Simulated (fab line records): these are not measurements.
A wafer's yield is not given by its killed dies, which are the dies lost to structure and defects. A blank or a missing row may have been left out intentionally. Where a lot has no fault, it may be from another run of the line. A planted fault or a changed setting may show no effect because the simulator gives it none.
fab line records	flow n5-finfet
[record] lots = 7	wafers = 21
route steps=1938 shown BEOL_M1@783 BEOL_M3@980 BEOL_M4@1064 BEOL_M5@1141 BEOL_M6@1212 BEOL_M7@1329
start-h: the number of hours between the record's first day and the start of the first shown wafer of the lot	wait-h: hours from the lot's prior step to this one	" same as the row above	L1.1+2: a row that stands for several wafers	- no value, or no start was given	* or withheld: withheld	< > ~ a bound
route shown NAME@n: NAME is a module with steps in the file, n the number in the route of the first one	usual: mean and standard deviation over wafers with no fault	same: alike in all rows	chamber/n: place in a boat	sites: each site's reading	_std_site: the values' standard deviation	_edge_site: mean of outer sites minus mean of inner sites	radius-mm: for every site, how far away it sits from the centre of the wafer	mask NAME#n: copy n	behind: the most recent tool/chamber to have shaped the wafer	hold: why the lot went on hold/how many hours it stayed there/how the hold came to an end	device: whichever transistor did not switch (one of n, p or np)	end of line: tests run on the same wafers once the route is complete	a step with no rows: only its recipe	killed: count of dies lost to structure and defects at first sort (not the wafer's yield)	map: a wafer's dies, marking killed ones x, the rest . and places with no die _
set.NAME: the setting the step ran with; set.NAME@STEP: the setting that earlier step ran with	model.NAME: the simulator's own value behind a step, which no gauge read
lots whose settings were changed on purpose; a table a step, a row a wafer
[[steps]]
[step N5_BEOL_M1_EXPOSE_25]
[recipe] mask-id = V0	na = 0.33	source-shape = quasar	sigma-inner = 0.2	sigma-outer = 0.8	polarization = unpolarized	defocus-nm = 5	target-cd-nm = 24	dose-mj = 63
lot.wafer	tool	chamber	start-h	wait-h	mask	set.dose-mj
L077.2+3+5	euv-scanner-02	0	138.21	-	V0#0	63
L080.2+4	euv-scanner-02	0	163.99	-	V0#0	63
L080.6	"	0	"	"	V0#0	67.38
L083.3	euv-scanner-02	0	181.39	-	V0#0	63
L083.5+6	"	0	"	"	V0#0	67.66
L090.1+3+6	euv-scanner-02	0	219.96	-	V0#0	63
L095.1+2+5	euv-scanner-01	0	248.81	-	V0#0	63
L096.2+3	euv-scanner-02	0	263.21	-	V0#0	67.27
L096.6	"	0	"	"	V0#0	63
L097.1	euv-scanner-02	0	265.04	-	V0#0	59.27
L097.2+3	"	0	"	"	V0#0	63
[step N5_BEOL_M1_PEB_26]
[recipe] peb-temp-c = 100	peb-time-s = 60	resist = CAR-EUV
[step N5_BEOL_M1_DEVELOP_27]
[recipe] develop-time-s = 30	developer = TMAH	resist = CAR-EUV	rinse-liquid = surfactant-rinse	dry = air-spin	dev-temp-c = 23
[step N5_BEOL_M1_CD_MEAS_28]
[recipe] landing-energy-ev = 500	detector = se-inlens	target-cd-y-nm = 23.3
[usual] cd-nm = 23.94/0.26
lot.wafer	tool	chamber	start-h	wait-h	set.dose-mj@BEOL_M1_EXPOSE_25	cd-nm
L077.2	cd-sem-02	0	138.35	-	63	23.81
L077.3	"	0	"	"	63	23.94
L077.5	"	0	"	"	63	23.79
L080.2	cd-sem-01	0	164.12	-	63	23.36
L080.4	"	0	"	"	63	23.98
L080.6	"	0	"	"	67.38	25.40
L083.3	cd-sem-02	0	181.52	-	63	24.36
L083.5	"	0	"	"	67.66	25.49
L083.6	"	0	"	"	67.66	25.67
L090.1	cd-sem-01	0	220.11	-	63	24.01
L090.3	"	0	"	"	63	24.24
L090.6	"	0	"	"	63	24.19
L095.1	cd-sem-01	0	248.95	-	63	23.97
L095.2	"	0	"	"	63	24.22
L095.5	"	0	"	"	63	23.82
L096.2	cd-sem-03	0	263.35	-	67.27	24.89
L096.3	"	0	"	"	67.27	25.04
L096.6	"	0	"	"	63	24.17
L097.1	cd-sem-03	0	265.19	-	59.27	22.72
L097.2	"	0	"	"	63	23.79
L097.3	"	0	"	"	63	24.47
[step N5_BEOL_M1_STRIP_71]
[recipe] chemistry = N2/H2	temp-c = 40	n2-flow-sccm = 200	h2-flow-sccm = 200	rf-frequency-hz = 6e+07
[step N5_BEOL_M1_STRIP_78]
[recipe] chemistry = N2/H2	temp-c = 40	n2-flow-sccm = 200	h2-flow-sccm = 200	rf-frequency-hz = 6e+07
[step N5_BEOL_M1_VIA_ETCH_34]
[recipe] chemistry = C4F6/O2	target-depth-a = 678	mask-material = SOC	pressure-mtorr = 15	ion-energy-ev = 250	taper-deg = 4	time-s = 64.4	source-w = 350	bias-w = 170	Ar_flow_sccm = 300	C4F6_flow_sccm = 10	O2_flow_sccm = 10
lot.wafer	tool	chamber	start-h	wait-h	set.dose-mj@BEOL_M1_EXPOSE_25	model.BEOL_M1.cd-nm
L077.2+5	rie-diel-05	2,0	149.40	0.0	63	17.8
L077.3	"	3	"	"	63	18
L080.2	rie-diel-06	1	172.12	0.0	63	17.4
L080.4	"	0	"	"	63	17.8
L080.6	"	3	"	"	67.38	19.2
L083.3	rie-diel-06	2	187.22	0.0	63	18.2
L083.5	"	2	"	"	67.66	19.4
L083.6	"	3	"	"	67.66	19.6
L090.1+3	rie-diel-05	3,2	222.27	0.0	63	18.4
L090.6	"	3	"	"	63	18.6
L095.1	rie-diel-03	2	257.98	0.0	63	18.4
L095.2+5	"	1	"	"	63	18
L097.1	rie-diel-03	1	266.07	0.0	59.27	16.8
L097.2	"	3	"	"	63	17.6
L097.3	"	2	"	"	63	18.8
L096.2	rie-diel-03	3	266.71	0.0	67.27	19.2
L096.3	"	1	"	"	67.27	19
L096.6	"	0	"	"	63	17.8
[step N5_BEOL_M3_TRENCH_ETCH_37]
[recipe] chemistry = C4F6/O2	target-depth-a = 555.55	target = SiOC	time-s = 29.2	ion-energy-ev = 250	pressure-mtorr = 30	source-w = 355	bias-w = 185	Ar_flow_sccm = 300	C4F6_flow_sccm = 10	O2_flow_sccm = 10
lot.wafer	tool	chamber	start-h	wait-h	set.time-s	model.etch.depth-nm	model.BEOL_M3.feature-depth-nm
L077.2	rie-diel-03	3	-	-	29.2	54.09	54
L077.3	"	1	"	"	29.2	57.04	57
L077.5	"	1	"	"	29.2	57.17	57.2
L080.2	rie-diel-05	1	-	-	29.2	55.92	56
L080.4	"	3	"	"	29.2	55.31	55.4
L080.6	"	2	"	"	35.74	68.18	68.2
L083.3	rie-diel-05	3	-	-	29.2	54.65	54.6
L083.5	"	3	"	"	29.2	54.68	54.6
L083.6	"	0	"	"	29.2	53.26	53.2
L090.1	rie-diel-06	2	-	-	22.82	42.96	43
L090.3	"	1	"	"	29.2	57.09	57
L090.6	"	1	"	"	29.2	57.15	57.2
L095.1	rie-diel-05	3	-	-	29.2	54.15	54.2
L095.2	"	2	"	"	29.2	55.7	55.6
L095.5	"	3	"	"	29.2	54.48	54.4
L096.2	rie-diel-05	3	-	-	29.2	54.66	54.6
L096.3	"	2	"	"	25.5	48.59	48.6
L096.6	"	2	"	"	29.2	55.64	55.6
L097.1	rie-diel-06	0	-	-	29.2	54.63	54.6
L097.2	"	1	"	"	29.2	56.6	56.6
L097.3	"	2	"	"	32.91	60.89	60.8
[step N5_BEOL_M3_ETCH_41]
[recipe] chemistry = CH3F/O2	target = SiCN	target-depth-a = 299	taper-deg = 2	time-s = 52.5	ion-energy-ev = 120	mask-material = TiN	pressure-mtorr = 30	source-w = 395	bias-w = 75	Ar_flow_sccm = 150	CH3F_flow_sccm = 30	O2_flow_sccm = 20
lot.wafer	tool	chamber	start-h	wait-h	set.target-depth-a
L077.2+3+5	rie-diel-03	3,1,1	-	-	299
L080.2+4+6	rie-diel-05	1,3,2	-	-	299
L083.3+5	rie-diel-05	3	-	-	299
L083.6	"	0	"	"	334.2
L090.1	rie-diel-06	2	-	-	299
L090.3+6	"	1	"	"	269.6
L095.1+2+5	rie-diel-05	3,2,3	-	-	299
L096.2	rie-diel-05	3	-	-	299
L096.3+6	"	2	"	"	313.4
L097.1+2+3	rie-diel-06	0,1,2	-	-	311.4
[step N5_BEOL_M3_STRIP_97]
[recipe] chemistry = N2/H2	time-s = 10	power-w = 450	temp-c = 40	pressure-mtorr = 20	rf-frequency-hz = 6e+07	bias-power-w = 7	n2-flow-sccm = 200	h2-flow-sccm = 200
[step N5_BEOL_M3_OCD_MEAS_38]
[usual] trench-depth-nm = 55.3/1.2
lot.wafer	tool	chamber	start-h	wait-h	set.time-s@BEOL_M3_TRENCH_ETCH_37	trench-depth-nm
L077.2	ocd-02	-	175.60	-	29.2	54.4
L077.3	"	-	"	"	29.2	57.2
L077.5	"	-	"	"	29.2	57.2
L080.2	ocd-01	-	207.41	-	29.2	56.0
L080.4	"	-	"	"	29.2	55.2
L080.6	"	-	"	"	35.74	68.5
L083.3	ocd-01	-	215.36	-	29.2	54.4
L083.5	"	-	"	"	29.2	54.9
L083.6	"	-	"	"	29.2	53.5
L090.1	ocd-01	-	258.08	-	22.82	43.0
L090.3	"	-	"	"	29.2	57.2
L090.6	"	-	"	"	29.2	57.5
L095.1	ocd-01	-	282.21	-	29.2	53.9
L095.2	"	-	"	"	29.2	55.9
L095.5	"	-	"	"	29.2	53.9
L096.2	ocd-01	-	301.94	-	29.2	54.3
L096.3	"	-	"	"	25.5	48.7
L096.6	"	-	"	"	29.2	56.0
L097.1	ocd-01	-	316.46	-	29.2	54.7
L097.2	"	-	"	"	29.2	56.6
L097.3	"	-	"	"	32.91	60.6
[step N5_BEOL_M3_SPUTTER_86]
[recipe] material = Cu	target-thk-a = 45	temp-c = -20	chamber-pressure-pa = 0.07	power-w = withheld	time-s = 8.29
lot.wafer	tool	chamber	start-h	wait-h	set.time-s	model.Cu_of_BEOL_M3_SPUTTER_86.thk-nm
L077.2+3+5	pvd-sputter-01	-	177.41	0.1	8.29	4.2
L080.2	pvd-sputter-03	-	211.16	0.1	8.29	4.4
L080.4	"	-	"	"	7.096	3.8
L080.6	"	-	"	"	7.096	-
L083.3+6	pvd-sputter-03	-	217.47	0.1	8.29	4.6
L083.5	"	-	"	"	7.649	4.2
L090.1+6	pvd-sputter-02	-	259.65	0.1	8.29	4.6
L090.3	"	-	"	"	8.29	4.4
L095.1+2+5	pvd-sputter-03	-	284.49	0.1	8.29	4.4
L096.2	pvd-sputter-01	-	304.04	0.1	9.481	5.2
L096.3+6	"	-	"	"	8.29	4.6
L097.1	pvd-sputter-03	-	345.56	0.1	8.29	4.4
L097.2	"	-	"	"	8.796	4.8
L097.3	"	-	"	"	8.796	-
[step N5_BEOL_M4_ETCH_70]
[recipe] chemistry = N2/H2	target = SOC	target-depth-a = 800	overetch-a = 240	mask-material = SiARC	temp-c = 40	time-s = 130	ion-energy-ev = 200	pressure-mtorr = 30	source-w = 840	bias-w = 150	n2-flow-sccm = 200	h2-flow-sccm = 200
lot.wafer	tool	chamber	start-h	wait-h	set.time-s	model.SiARC_of_BEOL_M4_COAT_68.thk-nm
L077.2	rie-diel-02	1	207.18	0.0	130	5.6
L077.3	"	3	"	"	130	5.8
L077.5	"	2	"	"	130	6.2
L080.2	rie-diel-02	2	227.39	0.0	107.7	7.2
L080.4	"	1	"	"	130	5.8
L080.6	"	0	"	"	107.7	6.8
L083.3	rie-diel-02	2	232.72	0.0	149.5	5.4
L083.5	"	2	"	"	130	6.2
L083.6	"	0	"	"	149.5	4.8
L090.1+6	rie-diel-01	0	266.61	0.0	130	6
L090.3	"	2	"	"	130	5.8
L095.1	rie-diel-04	0	296.31	0.0	130	5.8
L095.2+5	"	3,2	"	"	130	6
L096.2	rie-diel-01	2	326.37	0.0	130	5.8
L096.3+6	"	3	"	"	130	6
L097.1+2	rie-diel-01	0,3	351.30	0.0	130	6
L097.3	"	1	"	"	148.9	4.8
[step N5_BEOL_M5_COAT_74]
[recipe] resist = underlayer	temp-c = 205	time-s = 60	spin-rpm = 1500	resist-thk-nm = 5
lot.wafer	tool	chamber	start-h	wait-h	set.spin-rpm
L077.2+3+5	litho-track-05	0	-	-	1500
L080.2+4	litho-track-03	0	-	-	1591
L080.6	"	0	"	"	1500
L083.3	litho-track-03	0	-	-	1389
L083.5+6	"	0	"	"	1500
L090.1+6	litho-track-03	0	-	-	1500
L090.3	"	0	"	"	1457
L095.1+2+5	litho-track-01	0	-	-	1500
L096.2+3+6	litho-track-05	0	-	-	1500
L097.1	litho-track-05	0	-	-	1624
L097.2+3	"	0	"	"	1500
[step N5_BEOL_M5_COAT_22]
[recipe] resist = CAR-EUV	spin-rpm = 1500	resist-thk-nm = 30
lot.wafer	tool	chamber	start-h	wait-h	set.spin-rpm	model.CAR-EUV_of_BEOL_M5_COAT_22.thk-nm
L077.2+5	litho-track-05	0	-	-	1422	30.8
L077.3	"	0	"	"	1500	30
L080.2+4+6	litho-track-03	0	-	-	1500	30
L083.3	litho-track-03	0	-	-	1607	29
L083.5+6	"	0	"	"	1500	30
L090.1	litho-track-03	0	-	-	1546	29.6
L090.3	"	0	"	"	1546	29.4
L090.6	"	0	"	"	1500	30
L095.1+2+5	litho-track-01	0	-	-	1500	30
L096.2	litho-track-05	0	-	-	1373	31.2
L096.3	"	0	"	"	1500	29.8
L096.6	"	0	"	"	1500	30
L097.1+2+3	litho-track-05	0	-	-	1500	30
[step N5_BEOL_M5_EBR_24]
[recipe] solvent = PGMEA	ebr-width-mm = 1.5
[step N5_BEOL_M5_SOFTBAKE_23]
[recipe] temp-c = 110	time-s = 60	resist = CAR-EUV
[step N5_BEOL_M5_EXPOSE_25]
[recipe] mask-id = V4	na = 0.33	source-shape = quasar	sigma-inner = 0.2	sigma-outer = 0.6	polarization = unpolarized	defocus-nm = 10	dose-mj = 52.75
[step N5_BEOL_M5_PEB_26]
[recipe] peb-temp-c = 100	peb-time-s = 60	resist = CAR-EUV
[step N5_BEOL_M5_DEVELOP_27]
[recipe] develop-time-s = 30	developer = TMAH	resist = CAR-EUV	rinse-liquid = surfactant-rinse	dry = air-spin	dev-temp-c = 23
lot.wafer	tool	chamber	start-h	wait-h	set.spin-rpm@BEOL_M5_COAT_22	model.CAR-EUV_of_BEOL_M5_COAT_22.thk-nm
L077.2+5	litho-track-05	0	-	-	1422	30.4
L077.3	"	0	"	"	1500	29.6
L080.2+4+6	litho-track-03	0	-	-	1500	29.6
L083.3	litho-track-01	0	-	-	1607	28.6
L083.5+6	"	0	"	"	1500	29.6
L090.1+3	litho-track-05	0	-	-	1546	29
L090.6	"	0	"	"	1500	29.6
L095.1	litho-track-03	0	-	-	1500	29.4
L095.2+5	"	0	"	"	1500	29.6
L096.2	litho-track-01	0	-	-	1373	30.8
L096.3+6	"	0	"	"	1500	29.4
L097.1+2	litho-track-05	0	-	-	1500	29.6
L097.3	"	0	"	"	1500	29.4
[step N5_BEOL_M5_DESCUM_33]
[recipe] chemistry = O2	time-s = 7	source-power-w = 50	bias-power-w = 20	pressure-mtorr = 20	rf-frequency-hz = 2.712e+07	temp-c = 40	resist = CAR-EUV	o2-flow-sccm = 225
[step N5_BEOL_M5_ETCH_75]
[recipe] chemistry = N2/H2	target = underlayer	target-depth-a = 65	mask-material = CAR-EUV	time-s = 5.2	ion-energy-ev = 200	pressure-mtorr = 30	source-w = 840	bias-w = 150	n2-flow-sccm = 200	h2-flow-sccm = 200	ends = cleared
lot.wafer	tool	chamber	start-h	wait-h	set.spin-rpm@BEOL_M5_COAT_74	model.etch.depth-nm
L077.2	rie-diel-03	2	217.68	0.0	1500	4.976
L077.3	"	0	"	"	1500	4.983
L077.5	"	1	"	"	1500	5.001
L080.2	rie-diel-03	3	239.44	0.0	1591	4.876
L080.4	"	0	"	"	1591	4.877
L080.6	"	1	"	"	1500	5.019
L083.3	rie-diel-03	2	247.04	0.0	1389	5.185
L083.5	"	1	"	"	1500	4.996
L083.6	"	0	"	"	1500	4.992
L090.1	rie-diel-03	1	281.65	0.0	1500	4.995
L090.3	"	0	"	"	1457	5.045
L090.6	"	1	"	"	1500	4.999
L095.1	rie-diel-05	2	306.60	0.0	1500	5.024
L095.2+5	"	0,1	"	"	1500	5.016
L096.2	rie-diel-05	2	338.58	0.0	1500	4.981
L096.3	"	1	"	"	1500	4.975
L096.6	"	3	"	"	1500	4.984
L097.1	rie-diel-03	0	362.22	0.0	1624	4.821
L097.2	"	2	"	"	1500	5.012
L097.3	"	3	"	"	1500	5.003
[step N5_BEOL_M6_ETCH_62]
[recipe] chemistry = N2/H2	target = SOC	target-depth-a = 1100	overetch-a = 220	mask-material = SiARC	temp-c = 40	time-s = 165	ion-energy-ev = 200	pressure-mtorr = 30	source-w = 840	bias-w = 150	n2-flow-sccm = 200	h2-flow-sccm = 200
[usual] rf-vpp-V = 524.2/2.8
lot.wafer	tool	chamber	start-h	wait-h	set.bias-w	rf-vpp-V	model.SiARC_of_BEOL_M6_COAT_60.thk-nm
L077.2	rie-diel-04	3	229.06	0.0	150	522.9	28.4
L077.3	"	0	"	"	128	476.4	29.4
L077.5	"	0	"	"	128	478.7	29.4
L080.2	rie-diel-01	2	251.09	0.0	150	529.2	28.2
L080.4	"	0	"	"	172.3	571.5	27.4
L080.6	"	1	"	"	172.3	569.3	27
L083.3	rie-diel-04	2	255.76	0.0	139	497.3	29.2
L083.5	"	0	"	"	139	501.8	28.8
L083.6	"	1	"	"	139	501.0	29.4
L090.1	rie-diel-04	0	291.76	0.0	150	529.7	28.4
L090.3	"	1	"	"	150	526.2	29
L090.6	"	2	"	"	150	523.0	28.6
L095.1	rie-diel-04	2	318.22	0.1	150	522.0	28.6
L095.2	"	3	"	"	150	523.6	28.4
L095.5	"	3	"	"	150	523.8	28.4
L096.2	rie-diel-01	3	347.60	0.0	150	526.6	28.4
L096.3	"	1	"	"	150	520.8	28
L096.6	"	1	"	"	150	521.6	28.2
L097.1	rie-diel-01	3	376.04	0.0	134.5	493.1	29.4
L097.2	"	0	"	"	150	522.6	28.4
L097.3	"	1	"	"	134.5	488.1	29.2
[step N5_BEOL_M6_EXPOSE_25]
[recipe] mask-id = V5	na = 0.33	source-shape = annular	sigma-inner = 0.4	sigma-outer = 0.8	polarization = unpolarized	target-cd-nm = 40	dose-mj = 45
lot.wafer	tool	chamber	start-h	wait-h	mask	set.dose-mj
L077.2	euv-scanner-01	0	231.05	-	V5#0	41.74
L077.3+5	"	0	"	"	V5#0	45
L080.2	euv-scanner-02	0	252.46	-	V5#0	42.85
L080.4+6	"	0	"	"	V5#0	45
L083.3+5+6	euv-scanner-02	0	257.28	-	V5#0	45
L090.1	euv-scanner-01	0	294.32	-	V5#0	45
L090.3+6	"	0	"	"	V5#0	47.38
L095.1+2+5	euv-scanner-02	0	322.18	-	V5#0	45
L096.2	euv-scanner-01	0	350.21	-	V5#0	45
L096.3+6	"	0	"	"	V5#0	45.93
L097.1	euv-scanner-02	0	378.63	-	V5#0	45
L097.2+3	"	0	"	"	V5#0	41.65
[step N5_BEOL_M6_PEB_26]
[recipe] peb-temp-c = 100	peb-time-s = 60	resist = CAR-EUV
[step N5_BEOL_M6_DEVELOP_27]
[recipe] develop-time-s = 30	developer = TMAH	resist = CAR-EUV	rinse-liquid = surfactant-rinse	dry = air-spin	dev-temp-c = 23
[step N5_BEOL_M6_CD_MEAS_28]
[recipe] target-cd-nm = 40	landing-energy-ev = 500	detector = se-inlens
[usual] cd-nm = 40.04/0.23
lot.wafer	tool	chamber	start-h	wait-h	set.dose-mj@BEOL_M6_EXPOSE_25	cd-nm
L077.2	cd-sem-02	0	231.18	-	41.74	38.28
L077.3	"	0	"	"	45	39.82
L077.5	"	0	"	"	45	40.23
L080.2	cd-sem-03	0	252.59	-	42.85	38.80
L080.4	"	0	"	"	45	40.01
L080.6	"	0	"	"	45	40.07
L083.3	cd-sem-03	0	257.40	-	45	40.24
L083.5	"	0	"	"	45	39.90
L083.6	"	0	"	"	45	39.84
L090.1	cd-sem-03	0	294.45	-	45	40.21
L090.3	"	0	"	"	47.38	41.57
L090.6	"	0	"	"	47.38	41.08
L095.1	cd-sem-01	0	322.31	-	45	39.95
L095.2	"	0	"	"	45	39.98
L095.5	"	0	"	"	45	39.49
L096.2	cd-sem-03	0	350.33	-	45	39.83
L096.3	"	0	"	"	45.93	40.34
L096.6	"	0	"	"	45.93	40.78
L097.1	cd-sem-02	0	378.77	-	45	40.03
L097.2	"	0	"	"	41.65	38.49
L097.3	"	0	"	"	41.65	38.60
[step N5_BEOL_M6_DESCUM_33]
[recipe] chemistry = O2	time-s = 7	source-power-w = 50	bias-power-w = 20	pressure-mtorr = 20	rf-frequency-hz = 2.712e+07	temp-c = 40	resist = CAR-EUV	o2-flow-sccm = 225
lot.wafer	tool	chamber	start-h	wait-h	set.dose-mj@BEOL_M6_EXPOSE_25	model.BEOL_M6.cd-nm
L077.2	rie-diel-04	2	231.31	0.0	41.74	38.2
L077.3	"	3	"	"	45	40
L077.5	"	0	"	"	45	40.2
L080.2	rie-diel-02	3	252.71	0.0	42.85	38.8
L080.4+6	"	1,3	"	"	45	40
L083.3+6	rie-diel-04	0	257.52	0.0	45	40
L083.5	"	1	"	"	45	39.8
L090.1	rie-diel-02	0	294.57	0.0	45	40
L090.3+6	"	3	"	"	47.38	41.2
L095.1+2+5	rie-diel-02	3,0,2	322.44	0.0	45	40
L096.2	rie-diel-01	0	350.45	0.0	45	40
L096.3+6	"	1,3	"	"	45.93	40.6
L097.1	rie-diel-02	0	378.89	0.0	45	40.2
L097.2+3	"	2,1	"	"	41.65	38.4
[step N5_BEOL_M6_ETCH_72]
[recipe] chemistry = N2/H2	target = underlayer	target-depth-a = 65	mask-material = CAR-EUV	time-s = 5.2	ion-energy-ev = 200	pressure-mtorr = 30	source-w = 840	bias-w = 150	n2-flow-sccm = 200	h2-flow-sccm = 200	ends = cleared
lot.wafer	tool	chamber	start-h	wait-h	set.dose-mj@BEOL_M6_EXPOSE_25	model.BEOL_M6.cd-nm
L077.2	rie-diel-04	2	231.34	0.0	41.74	38.2
L077.3	"	3	"	"	45	40
L077.5	"	0	"	"	45	40.2
L080.2	rie-diel-02	3	252.75	0.0	42.85	38.8
L080.4	"	1	"	"	45	40.2
L080.6	"	3	"	"	45	40
L083.3+5	rie-diel-04	0,1	257.55	0.0	45	40
L083.6	"	0	"	"	45	39.8
L090.1	rie-diel-02	0	294.61	0.0	45	40
L090.3	"	3	"	"	47.38	41.2
L090.6	"	3	"	"	47.38	41.4
L095.1	rie-diel-02	3	322.47	0.0	45	40
L095.2+5	"	0,2	"	"	45	40.2
L096.2	rie-diel-01	0	350.49	0.0	45	39.8
L096.3+6	"	1,3	"	"	45.93	40.6
L097.1	rie-diel-02	0	378.92	0.0	45	40.2
L097.2+3	"	2,1	"	"	41.65	38.4
[step N5_BEOL_M7_DEP_56]
[recipe] material = SiCN	target-thk-a = 100	temp-c = withheld	precursor = 3MS/NH3	pressure-torr = 3	rf-w = 202	time-s = 17.5
lot.wafer	tool	chamber	start-h	wait-h	set.time-s	model.SiCN_of_BEOL_M7_DEP_56.thk-nm
L077.2	pecvd-03	0	243.33	0.0	15.72	8.8
L077.3	"	1	"	"	17.5	9.8
L077.5	"	0	"	"	15.72	9
L080.2	pecvd-03	0	266.10	0.0	17.5	10.2
L080.4	"	2	"	"	15.1	9
L080.6	"	1	"	"	17.5	10.4
L083.3	pecvd-01	1	267.71	0.0	16.3	9.2
L083.5	"	2	"	"	16.3	9.4
L083.6	"	1	"	"	17.5	10.2
L090.1	pecvd-03	0	304.43	0.0	18.57	10.6
L090.3	"	2	"	"	18.57	10.8
L090.6	"	2	"	"	17.5	10.2
L095.1+2	pecvd-01	0,1	336.92	0.0	17.5	10
L095.5	"	2	"	"	17.5	10.2
L096.2	pecvd-01	2	360.59	0.0	17.5	10.2
L096.3	"	1	"	"	18.3	10.4
L096.6	"	1	"	"	17.5	10
L097.1+2	pecvd-03	2,1	389.95	0.0	16.04	9.2
L097.3	"	0	"	"	17.5	9.8
[[key]]
[split] step = N5_BEOL_M1_EXPOSE_25	setting = dose-mj	stated = 63	by = wafer
[response] step = N5_BEOL_M1_CD_MEAS_28	reading = cd-nm	change = +0.189	per = 1%	r = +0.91
[response] step = N5_BEOL_M1_VIA_ETCH_34	reading = model.BEOL_M1.cd-nm	change = +0.206	per = 1%	r = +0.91
[split] step = N5_BEOL_M3_TRENCH_ETCH_37	setting = time-s	stated = 29.2	by = wafer
[response] step = N5_BEOL_M3_TRENCH_ETCH_37	reading = model.etch.depth-nm	change = +0.569	per = 1%	r = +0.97
[response] step = N5_BEOL_M3_TRENCH_ETCH_37	reading = model.BEOL_M3.feature-depth-nm	change = +0.566	per = 1%	r = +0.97
[response] step = N5_BEOL_M3_OCD_MEAS_38	reading = trench-depth-nm	change = +0.575	per = 1%	r = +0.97
[split] step = N5_BEOL_M3_ETCH_41	setting = target-depth-a	stated = 299	by = wafer
response none clear
[split] step = N5_BEOL_M3_SPUTTER_86	setting = time-s	stated = 8.29	by = wafer
[response] step = N5_BEOL_M3_SPUTTER_86	reading = model.Cu_of_BEOL_M3_SPUTTER_86.thk-nm	change = +0.0445	per = 1%	r = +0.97
[split] step = N5_BEOL_M4_ETCH_70	setting = time-s	stated = 130	by = wafer
[response] step = N5_BEOL_M4_ETCH_70	reading = model.SiARC_of_BEOL_M4_COAT_68.thk-nm	change = -0.0746	per = 1%	r = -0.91
[split] step = N5_BEOL_M5_COAT_74	setting = spin-rpm	stated = 1500	by = wafer
[response] step = N5_BEOL_M5_ETCH_75	reading = model.etch.depth-nm	change = -0.0236	per = 1%	r = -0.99
[split] step = N5_BEOL_M5_COAT_22	setting = spin-rpm	stated = 1500	by = wafer
[response] step = N5_BEOL_M5_COAT_22	reading = model.CAR-EUV_of_BEOL_M5_COAT_22.thk-nm	change = -0.15	per = 1%	r = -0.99
[response] step = N5_BEOL_M5_DEVELOP_27	reading = model.CAR-EUV_of_BEOL_M5_COAT_22.thk-nm	change = -0.157	per = 1%	r = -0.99
[split] step = N5_BEOL_M6_ETCH_62	setting = bias-w	stated = 150	by = wafer
[response] step = N5_BEOL_M6_ETCH_62	reading = rf-vpp-V	change = +2.96	per = 1%	r = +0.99
[response] step = N5_BEOL_M6_ETCH_62	reading = model.SiARC_of_BEOL_M6_COAT_60.thk-nm	change = -0.0715	per = 1%	r = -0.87
[split] step = N5_BEOL_M6_EXPOSE_25	setting = dose-mj	stated = 45	by = wafer
[response] step = N5_BEOL_M6_CD_MEAS_28	reading = cd-nm	change = +0.227	per = 1%	r = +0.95
[response] step = N5_BEOL_M6_DESCUM_33	reading = model.BEOL_M6.cd-nm	change = +0.248	per = 1%	r = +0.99
[response] step = N5_BEOL_M6_ETCH_72	reading = model.BEOL_M6.cd-nm	change = +0.257	per = 1%	r = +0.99
[split] step = N5_BEOL_M7_DEP_56	setting = time-s	stated = 17.5	by = wafer
[response] step = N5_BEOL_M7_DEP_56	reading = model.SiCN_of_BEOL_M7_DEP_56.thk-nm	change = +0.0913	per = 1%	r = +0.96
